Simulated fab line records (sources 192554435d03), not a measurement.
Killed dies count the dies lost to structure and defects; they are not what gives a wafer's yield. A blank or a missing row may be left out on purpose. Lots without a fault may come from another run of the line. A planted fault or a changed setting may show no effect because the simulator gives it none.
fab line records	flow n5_finfet
[record] lots = 7	wafers = 21
route steps=1938 shown BEOL_M6@1204 BEOL_M7@1263 BEOL_M8@1350 BEOL_M9@1405
start_h: hours from the record's opening day to when the first of the lot's shown wafers began	wait_h: time in hours since the lot's previous step	" unchanged from the row above	L1.1+2: a row that stands for several wafers	- no value, or no start given	* or withheld: withheld	< > ~ a bound
route shown NAME@n: NAME is a module with steps in the file, n the number in the route of the first one	usual: mean/standard deviation taken from wafers without a fault	same: alike in all rows	chamber/n: place in a boat	sites: each site's reading	_std_site: their standard deviation	_edge_site: outer sites' mean less inner sites'	radius_mm: for every site, how far away it sits from the centre of the wafer	mask NAME#n: copy n	behind: the last tool/chamber to shape the wafer	hold: cause of the lot's hold/its duration in hours/its outcome	device: whichever transistor did not switch (one of n, p or np)	end of line: the route-end tests of the same wafers	step lacking rows: just its recipe	killed: not the wafer's yield, but the dies lost to structure and defects at the first sort	map: dies across one wafer; x = killed, . = not, _ = none there
set.NAME: the run value of the setting; set.NAME@STEP: its run value at that earlier step	model.NAME: the simulator's own value behind a step, which no gauge read
lots run with intentionally changed settings; tables by step, rows by wafer
[[steps]]
[step N5_BEOL_M6_EXPOSE_08]
[recipe] mask_id = M6	na = 1.35	source_shape = dipole	sigma_inner = 0.817	sigma_outer = 0.97	polarization = te	dose_mj = 68.25
lot.wafer	tool	chamber	start_h	wait_h	mask	set.dose_mj
L076.1+2+4	arfi_scanner-02	0	194.91	-	M6#0	68.25
L078.2+3+5	arfi_scanner-01	0	205.87	-	M6#0	68.25
L085.4	arfi_scanner-03	0	248.31	-	M6#0	71.07
L085.5+6	"	0	"	"	M6#0	68.25
L086.1	arfi_scanner-01	0	249.63	-	M6#0	68.25
L086.3+6	"	0	"	"	M6#0	70.64
L092.1+2+5	arfi_scanner-01	0	296.41	-	M6#0	68.25
L093.2+4	arfi_scanner-01	0	297.16	-	M6#0	64.91
L093.6	"	0	"	"	M6#0	68.25
L096.2	arfi_scanner-03	0	329.40	-	M6#0	72.13
L096.3+4	"	0	"	"	M6#0	68.25
[step N5_BEOL_M6_PEB_09]
[recipe] peb_temp_c = withheld	peb_time_s = 60	resist = CAR-ArF
[step N5_BEOL_M6_DEVELOP_10]
[recipe] develop_time_s = 30	developer = TMAH	resist = CAR-ArF	rinse_liquid = diw	dry = air_spin	dev_temp_c = 23
[step N5_BEOL_M6_CD_MEAS_11]
[recipe] target_cd_nm = 38.5	landing_energy_ev = 500	detector = se_inlens	polarity = opening
[usual] cd_nm = 38.2/0.45
lot.wafer	tool	chamber	start_h	wait_h	set.dose_mj@BEOL_M6_EXPOSE_08	cd_nm
L076.1	cd_sem-02	0	195.04	-	68.25	38.2
L076.2	"	0	"	"	68.25	37.7
L076.4	"	0	"	"	68.25	38.4
L078.2	cd_sem-02	0	206.00	-	68.25	38.0
L078.3	"	0	"	"	68.25	38.5
L078.5	"	0	"	"	68.25	38.1
L085.4	cd_sem-01	0	248.43	-	71.07	40.9
L085.5	"	0	"	"	68.25	38.7
L085.6	"	0	"	"	68.25	38.6
L086.1	cd_sem-02	0	249.76	-	68.25	37.9
L086.3	"	0	"	"	70.64	40.2
L086.6	"	0	"	"	70.64	39.8
L092.1	cd_sem-02	0	296.54	-	68.25	37.9
L092.2	"	0	"	"	68.25	37.8
L092.5	"	0	"	"	68.25	37.7
L093.2	cd_sem-02	0	297.28	-	64.91	35.5
L093.4	"	0	"	"	64.91	36.1
L093.6	"	0	"	"	68.25	38.3
L096.2	cd_sem-01	0	329.52	-	72.13	40.3
L096.3	"	0	"	"	68.25	38.1
L096.4	"	0	"	"	68.25	37.4
[step N5_BEOL_M6_DESCUM_16]
[recipe] chemistry = O2	time_s = 7.9	source_power_w = 50	bias_power_w = 20	pressure_mtorr = 20	rf_frequency_hz = 2.712e+07	temp_c = 40	resist = CAR-ArF	o2_flow_sccm = 225
[step N5_BEOL_M6_ETCH_61]
[recipe] chemistry = CF4	target = SiARC	target_depth_a = 455	mask_material = CAR-ArF	time_s = 75.8	ion_energy_ev = 80	pressure_mtorr = 40	source_w = 545	bias_w = 36	Ar_flow_sccm = 100	cf4_flow_sccm = 100	ends = cleared
lot.wafer	tool	chamber	start_h	wait_h	set.dose_mj@BEOL_M6_EXPOSE_08	model.BEOL_M6.cd_offset_nm
L076.1	rie_diel-05	2	195.16	0.0	68.25	0.4
L076.2	"	3	"	"	68.25	-0.8
L076.4	"	3	"	"	68.25	0.2
L078.2	rie_diel-05	0	206.12	0.0	68.25	-0.6
L078.3	"	1	"	"	68.25	0
L078.5	"	3	"	"	68.25	-0.8
L085.4	rie_diel-06	2	248.55	0.0	71.07	2.2
L085.5	"	2	"	"	68.25	-0.4
L085.6	"	3	"	"	68.25	0
L086.1	rie_diel-05	0	250.32	0.0	68.25	-0.6
L086.3	"	2	"	"	70.64	2
L086.6	"	3	"	"	70.64	1.8
L092.1	rie_diel-02	3	296.67	0.0	68.25	-0.2
L092.2+5	"	1,0	"	"	68.25	-0.8
L093.2	rie_diel-06	3	297.41	0.0	64.91	-3
L093.4	"	2	"	"	64.91	-2.8
L093.6	"	3	"	"	68.25	0
L096.2	rie_diel-02	2	329.64	0.0	72.13	1.8
L096.3	"	0	"	"	68.25	-0.4
L096.4	"	1	"	"	68.25	-0.8
[step N5_BEOL_M6_ETCH_62]
[recipe] chemistry = N2/H2	target = SOC	target_depth_a = 1100	overetch_a = 220	mask_material = SiARC	temp_c = 40	time_s = 165	ion_energy_ev = 200	pressure_mtorr = 30	source_w = 840	bias_w = 150	n2_flow_sccm = 200	h2_flow_sccm = 200
lot.wafer	tool	chamber	start_h	wait_h	set.dose_mj@BEOL_M6_EXPOSE_08	model.BEOL_M6.cd_offset_nm
L076.1	rie_diel-05	2	195.21	0.0	68.25	0
L076.2	"	3	"	"	68.25	-1.2
L076.4	"	3	"	"	68.25	-0.2
L078.2	rie_diel-05	0	206.18	0.0	68.25	-0.6
L078.3	"	1	"	"	68.25	0
L078.5	"	3	"	"	68.25	-1
L085.4	rie_diel-06	2	248.60	0.0	71.07	2.4
L085.5	"	2	"	"	68.25	-0.4
L085.6	"	3	"	"	68.25	0
L086.1	rie_diel-05	0	250.37	0.0	68.25	-0.6
L086.3	"	2	"	"	70.64	1.8
L086.6	"	3	"	"	70.64	1.6
L092.1	rie_diel-02	3	296.72	0.0	68.25	-0.2
L092.2	"	1	"	"	68.25	-1
L092.5	"	0	"	"	68.25	-1.2
L093.2	rie_diel-06	3	297.47	0.0	64.91	-2.8
L093.4	"	2	"	"	64.91	-2.6
L093.6	"	3	"	"	68.25	0
L096.2	rie_diel-02	2	329.70	0.0	72.13	1.6
L096.3	"	0	"	"	68.25	-0.6
L096.4	"	1	"	"	68.25	-1
[step N5_BEOL_M6_STRIP_68]
[recipe] chemistry = N2/H2	temp_c = 40	n2_flow_sccm = 200	h2_flow_sccm = 200	rf_frequency_hz = 6e+07
[step N5_BEOL_M6_STRIP_67]
[recipe] chemistry = CF4	resist = SiARC	power_w = 300	bias_power_w = 75	pressure_mtorr = 50	cf4_flow_sccm = 150	rf_frequency_hz = 6e+07
[step N5_BEOL_M6_HM_OPEN_17]
[recipe] chemistry = Cl2/BCl3	target_depth_a = 200	overetch_a = 60	target = TiN	mask_material = SOC	ion_energy_ev = 150	pressure_mtorr = 10	icp_w = 1000	bias_w = 126	Cl2_flow_sccm = 53.25	bcl3_flow_sccm = 21.75	Ar_flow_sccm = 25
lot.wafer	tool	chamber	start_h	wait_h	set.target_thk_a@BEOL_M6_HM_DEP_02	set.dose_mj@BEOL_M6_EXPOSE_08	model.etch.depth_nm	model.BEOL_M6.cd_offset_nm
L076.1	rie_metal-03	0	195.41	0.0	200	68.25	19.91	0
L076.2	"	1	"	"	200	68.25	20.08	-1
L076.4	"	0	"	"	200	68.25	20	-0.2
L078.2	rie_metal-02	1	206.36	0.0	200	68.25	20.18	-0.6
L078.3	"	1	"	"	200	68.25	19.68	0.2
L078.5	"	0	"	"	200	68.25	19.54	-1
L085.4	rie_metal-03	0	248.82	0.1	200	71.07	19.99	2.2
L085.5	"	1	"	"	217.8	68.25	21.69	-0.2
L085.6	"	0	"	"	217.8	68.25	21.59	0
L086.1	rie_metal-03	1	250.57	0.0	179.4	68.25	18.04	-0.6
L086.3	"	1	"	"	179.4	70.64	17.92	1.8
L086.6	"	0	"	"	179.4	70.64	18.33	1.4
L092.1	rie_metal-02	0	296.91	0.0	175.6	68.25	17.51	0
L092.2	"	1	"	"	175.6	68.25	17.09	-0.8
L092.5	"	1	"	"	175.6	68.25	17.18	-1
L093.2	rie_metal-01	1	297.65	0.0	178.5	64.91	18.01	-2.8
L093.4	"	1	"	"	178.5	64.91	18.16	-2.8
L093.6	"	1	"	"	200	68.25	20.58	0
L096.2	rie_metal-03	0	329.89	0.0	218.7	72.13	21.93	1.4
L096.3	"	1	"	"	200	68.25	19.87	-0.4
L096.4	"	0	"	"	200	68.25	20.05	-1
[step N5_BEOL_M6_STRIP_19]
[recipe] chemistry = O2	power_w = 400	temp_c = 40	pressure_mtorr = 30	rf_frequency_hz = 6e+07	bias_power_w = 0	overash_fraction = 0.2	o2_flow_sccm = 225
[step N5_BEOL_M6_CD_MEAS_18]
[recipe] pitch_nm = 80	target_cd_nm = 40
[usual] cd_nm = 39.7/0.59
lot.wafer	tool	chamber	start_h	wait_h	set.dose_mj@BEOL_M6_EXPOSE_08	cd_nm
L076.1	cd_sem-03	-	195.63	0.0	68.25	39.4
L076.2	"	-	"	"	68.25	38.6
L076.4	"	-	"	"	68.25	39.7
L078.2	cd_sem-02	-	206.54	0.1	68.25	39.8
L078.3	"	-	"	"	68.25	40.0
L078.5	"	-	"	"	68.25	39.0
L085.4	cd_sem-02	-	248.97	0.1	71.07	42.2
L085.5	"	-	"	"	68.25	39.6
L085.6	"	-	"	"	68.25	39.8
L086.1	cd_sem-03	-	250.89	0.0	68.25	39.3
L086.3	"	-	"	"	70.64	42.2
L086.6	"	-	"	"	70.64	41.2
L092.1	cd_sem-03	-	297.09	0.0	68.25	40.2
L092.2	"	-	"	"	68.25	39.5
L092.5	"	-	"	"	68.25	39.1
L093.2	cd_sem-03	-	297.84	0.1	64.91	37.3
L093.4	"	-	"	"	64.91	37.5
L093.6	"	-	"	"	68.25	40.0
L096.2	cd_sem-03	-	330.07	0.1	72.13	41.6
L096.3	"	-	"	"	68.25	39.7
L096.4	"	-	"	"	68.25	39.4
[step N5_BEOL_M6_COAT_63]
[recipe] resist = SOC	temp_c = 250	time_s = 60	spin_rpm = 1500	resist_thk_nm = 60
[step N5_BEOL_M6_COAT_64]
[recipe] resist = SiARC	temp_c = 220	time_s = 60	spin_rpm = 1500	resist_thk_nm = 12
[step N5_BEOL_M6_PRECLEAN_42]
[recipe] chemistry = residue_remover	time_s = 60	temp_c = 40
[step N5_BEOL_M6_SRD_43]
[recipe] time_s = 30	temp_c = 23	rinse_liquid = diw	dry = ipa_marangoni
[step N5_BEOL_M6_CD_MEAS_35]
[recipe] target_cd_nm = 40	target_cd_y_nm = 28	polarity = opening
[usual] cd_nm = 39.8/0.58
lot.wafer	tool	chamber	start_h	wait_h	set.dose_mj@BEOL_M6_EXPOSE_08	cd_nm
L076.1	cd_sem-03	-	197.30	0.0	68.25	40.2
L076.2	"	-	"	"	68.25	39.3
L076.4	"	-	"	"	68.25	39.8
L078.2	cd_sem-01	-	207.92	0.0	68.25	39.9
L078.3	"	-	"	"	68.25	40.2
L078.5	"	-	"	"	68.25	38.9
L085.4	cd_sem-02	-	250.23	0.0	71.07	42.3
L085.5	"	-	"	"	68.25	39.7
L085.6	"	-	"	"	68.25	39.8
L086.1	cd_sem-01	-	252.13	0.0	68.25	39.6
L086.3	"	-	"	"	70.64	42.0
L086.6	"	-	"	"	70.64	41.1
L092.1	cd_sem-03	-	300.44	0.0	68.25	39.8
L092.2	"	-	"	"	68.25	39.2
L092.5	"	-	"	"	68.25	39.1
L093.2	cd_sem-03	-	300.83	0.0	64.91	37.2
L093.4	"	-	"	"	64.91	37.4
L093.6	"	-	"	"	68.25	40.1
L096.2	cd_sem-01	-	335.40	0.0	72.13	41.6
L096.3	"	-	"	"	68.25	39.6
L096.4	"	-	"	"	68.25	38.7
[step N5_BEOL_M7_ILD_DEP_00]
[recipe] material = SiCOH_lowk	target_thk_a = 1797.5	temp_c = 300	precursor = DEMS/porogen	pressure_torr = 5	rf_w = 500	time_s = 33.4
lot.wafer	tool	chamber	start_h	wait_h	set.time_s	model.SiCOH_lowk_of_BEOL_M7_ILD_DEP_00.thk_nm
L076.1	pecvd-03	2	199.93	0.0	29.2	153.4
L076.2	"	1	"	"	29.2	155
L076.4	"	2	"	"	29.2	155.6
L078.2	pecvd-04	2	211.90	0.0	33.4	180.8
L078.3	"	1	"	"	33.4	173.2
L078.5	"	0	"	"	33.4	179.6
L085.4	pecvd-03	1	254.01	0.1	36.06	194.2
L085.5	"	0	"	"	36.06	196
L085.6	"	2	"	"	33.4	179.8
L086.1	pecvd-03	2	254.47	0.0	33.4	180.2
L086.3	"	0	"	"	31.33	169
L086.6	"	0	"	"	33.4	182.8
L092.1	pecvd-01	0	303.94	0.0	31.06	165.4
L092.2	"	1	"	"	33.4	177
L092.5	"	0	"	"	31.06	165.8
L093.2	pecvd-01	0	304.39	0.0	33.4	179.6
L093.4	"	1	"	"	36.83	200
L093.6	"	2	"	"	36.83	200.6
L096.2	pecvd-04	2	338.99	0.0	33.4	178.6
L096.3	"	0	"	"	34.92	185.8
L096.4	"	1	"	"	34.92	187.2
[step N5_BEOL_M7_CURE_74]
[recipe] temp_c = 385	time_s = 240	ambient = He/Ar	material = SiCOH_lowk
lot.wafer	tool	chamber	start_h	wait_h	set.time_s@BEOL_M7_ILD_DEP_00	model.SiCOH_lowk_of_BEOL_M7_ILD_DEP_00.thk_nm
L076.1	uv_cure-02	1	200.00	0.0	29.2	132.2
L076.2	"	1	"	"	29.2	133.6
L076.4	"	1	"	"	29.2	134
L078.2	uv_cure-02	0	212.04	0.1	33.4	156
L078.3	"	0	"	"	33.4	149.4
L078.5	"	0	"	"	33.4	155
L085.4	uv_cure-03	1	254.29	0.3	36.06	167.6
L085.5	"	1	"	"	36.06	169.2
L085.6	"	1	"	"	33.4	155
L086.1	uv_cure-01	1	254.53	0.0	33.4	155.4
L086.3	"	1	"	"	31.33	145.6
L086.6	"	1	"	"	33.4	157.6
L092.1	uv_cure-03	2	304.00	0.0	31.06	142.4
L092.2	"	2	"	"	33.4	152.6
L092.5	"	2	"	"	31.06	143
L093.2	uv_cure-01	0	304.53	0.1	33.4	154.8
L093.4	"	0	"	"	36.83	172.8
L093.6	"	0	"	"	36.83	173.2
L096.2	uv_cure-01	1	339.21	0.2	33.4	154
L096.3	"	1	"	"	34.92	160.4
L096.4	"	1	"	"	34.92	161.6
[step N5_BEOL_M7_THK_MEAS_01]
[recipe] reads = SiCOH_lowk_of_BEOL_M7_ILD_DEP_00
[usual] M7_ILD_THK = 155.2/2.3
lot.wafer	tool	chamber	start_h	wait_h	set.time_s@BEOL_M7_ILD_DEP_00	M7_ILD_THK[nm]
L076.1	film_metro-02	-	200.51	0.4	29.2	132.1
L076.2	"	-	"	"	29.2	133.6
L076.4	"	-	"	"	29.2	133.9
L078.2	film_metro-01	-	212.48	0.4	33.4	156.0
L078.3	"	-	"	"	33.4	149.3
L078.5	"	-	"	"	33.4	154.9
L085.4	film_metro-01	-	254.56	0.2	36.06	167.7
L085.5	"	-	"	"	36.06	169.1
L085.6	"	-	"	"	33.4	155.1
L086.1	film_metro-01	-	255.05	0.4	33.4	155.5
L086.3	"	-	"	"	31.33	145.6
L086.6	"	-	"	"	33.4	157.7
L092.1	film_metro-02	-	304.51	0.4	31.06	142.5
L092.2	"	-	"	"	33.4	152.6
L092.5	"	-	"	"	31.06	142.8
L093.2	film_metro-02	-	304.97	0.4	33.4	154.8
L093.4	"	-	"	"	36.83	172.8
L093.6	"	-	"	"	36.83	173.2
L096.2	film_metro-01	-	340.04	0.7	33.4	153.9
L096.3	"	-	"	"	34.92	160.4
L096.4	"	-	"	"	34.92	161.4
[step N5_BEOL_M8_ETCH_62]
[recipe] chemistry = N2/H2	target = SOC	target_depth_a = 1100	overetch_a = 220	mask_material = SiARC	temp_c = 40	time_s = 165	ion_energy_ev = 200	pressure_mtorr = 30	source_w = 840	bias_w = 150	n2_flow_sccm = 200	h2_flow_sccm = 200
[usual] rf_vpp_V = 522.7/2.4
lot.wafer	tool	chamber	start_h	wait_h	set.source_w	rf_vpp_V
L076.1	rie_diel-06	3	212.00	0.0	840	525.8
L076.2	"	1	"	"	768.1	545.6
L076.4	"	0	"	"	768.1	536.0
L078.2	rie_diel-02	0	220.96	0.0	840	521.4
L078.3	"	2	"	"	840	521.3
L078.5	"	1	"	"	840	520.9
L086.1	rie_diel-06	2	264.92	0.0	840	522.1
L086.3	"	3	"	"	750.6	546.4
L086.6	"	1	"	"	840	528.7
L085.4	rie_diel-06	1	266.32	0.0	840	528.3
L085.5	"	2	"	"	840	521.7
L085.6	"	1	"	"	840	528.6
L093.2	rie_diel-02	2	314.33	0.0	840	520.0
L093.4	"	1	"	"	840	521.5
L093.6	"	2	"	"	840	522.4
L092.1	rie_diel-06	3	314.65	0.0	840	527.2
L092.2	"	2	"	"	949.1	502.1
L092.5	"	3	"	"	840	526.3
L096.2	rie_diel-05	1	352.22	0.0	840	521.6
L096.3	"	3	"	"	799.5	530.6
L096.4	"	2	"	"	840	523.2
[step N5_BEOL_M9_HM_DEP_02]
[recipe] material = TiN	target_thk_a = 200	temp_c = 25	chamber_pressure_pa = 0.49996
lot.wafer	tool	chamber	start_h	wait_h	set.target_thk_a	model.TiN_of_BEOL_M9_HM_DEP_02.thk_nm
L076.1	pvd_sputter-01	-	218.60	1.0	200	20.2
L076.2	"	-	"	"	189.2	18.8
L076.4	"	-	"	"	189.2	18.6
L078.2+5	pvd_sputter-03	-	228.29	1.2	200	19.6
L078.3	"	-	"	"	200	20
L086.1	pvd_sputter-02	-	271.42	0.1	200	19.8
L086.3+6	"	-	"	"	212.3	21
L085.4	pvd_sputter-01	-	282.48	4.0	222.8	22.4
L085.5	"	-	"	"	222.8	22.8
L085.6	"	-	"	"	222.8	22.6
L093.2+4+6	pvd_sputter-02	-	322.28	2.5	200	19.6
L092.1	pvd_sputter-02	-	322.68	1.6	184.2	18.6
L092.2	"	-	"	"	184.2	18.4
L092.5	"	-	"	"	200	20
L096.2+4	pvd_sputter-02	-	361.13	0.2	184.2	18.2
L096.3	"	-	"	"	200	20
[[key]]
[split] step = N5_BEOL_M6_EXPOSE_08	setting = dose_mj	stated = 68.25	by = wafer
[response] step = N5_BEOL_M6_CD_MEAS_11	reading = cd_nm	change = +0.507	per = 1%	r = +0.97
[response] step = N5_BEOL_M6_ETCH_61	reading = model.BEOL_M6.cd_offset_nm	change = +0.543	per = 1%	r = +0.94
[response] step = N5_BEOL_M6_ETCH_62	reading = model.BEOL_M6.cd_offset_nm	change = +0.533	per = 1%	r = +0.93
[response] step = N5_BEOL_M6_HM_OPEN_17	reading = model.BEOL_M6.cd_offset_nm	change = +0.501	per = 1%	r = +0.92
[response] step = N5_BEOL_M6_CD_MEAS_18	reading = cd_nm	change = +0.501	per = 1%	r = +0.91
[response] step = N5_BEOL_M6_CD_MEAS_35	reading = cd_nm	change = +0.534	per = 1%	r = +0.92
[split] step = N5_BEOL_M7_ILD_DEP_00	setting = time_s	stated = 33.4	by = wafer
[response] step = N5_BEOL_M7_ILD_DEP_00	reading = model.SiCOH_lowk_of_BEOL_M7_ILD_DEP_00.thk_nm	change = +1.9	per = 1%	r = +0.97
[response] step = N5_BEOL_M7_CURE_74	reading = model.SiCOH_lowk_of_BEOL_M7_ILD_DEP_00.thk_nm	change = +1.67	per = 1%	r = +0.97
[response] step = N5_BEOL_M7_THK_MEAS_01	reading = M7_ILD_THK	change = +1.67	per = 1%	r = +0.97
[split] step = N5_BEOL_M8_ETCH_62	setting = source_w	stated = 840	by = wafer
[response] step = N5_BEOL_M8_ETCH_62	reading = rf_vpp_V	change = -1.88	per = 1%	r = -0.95
[split] step = N5_BEOL_M9_HM_DEP_02	setting = target_thk_a	stated = 200	by = wafer
[response] step = N5_BEOL_M9_HM_DEP_02	reading = model.TiN_of_BEOL_M9_HM_DEP_02.thk_nm	change = +0.217	per = 1%	r = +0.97
split outside_this_file step=N5_BEOL_M6_HM_DEP_02 setting=target_thk_a
// split outside_this_file: this setting was split too, and the file shows its column; the key of that split is in another file
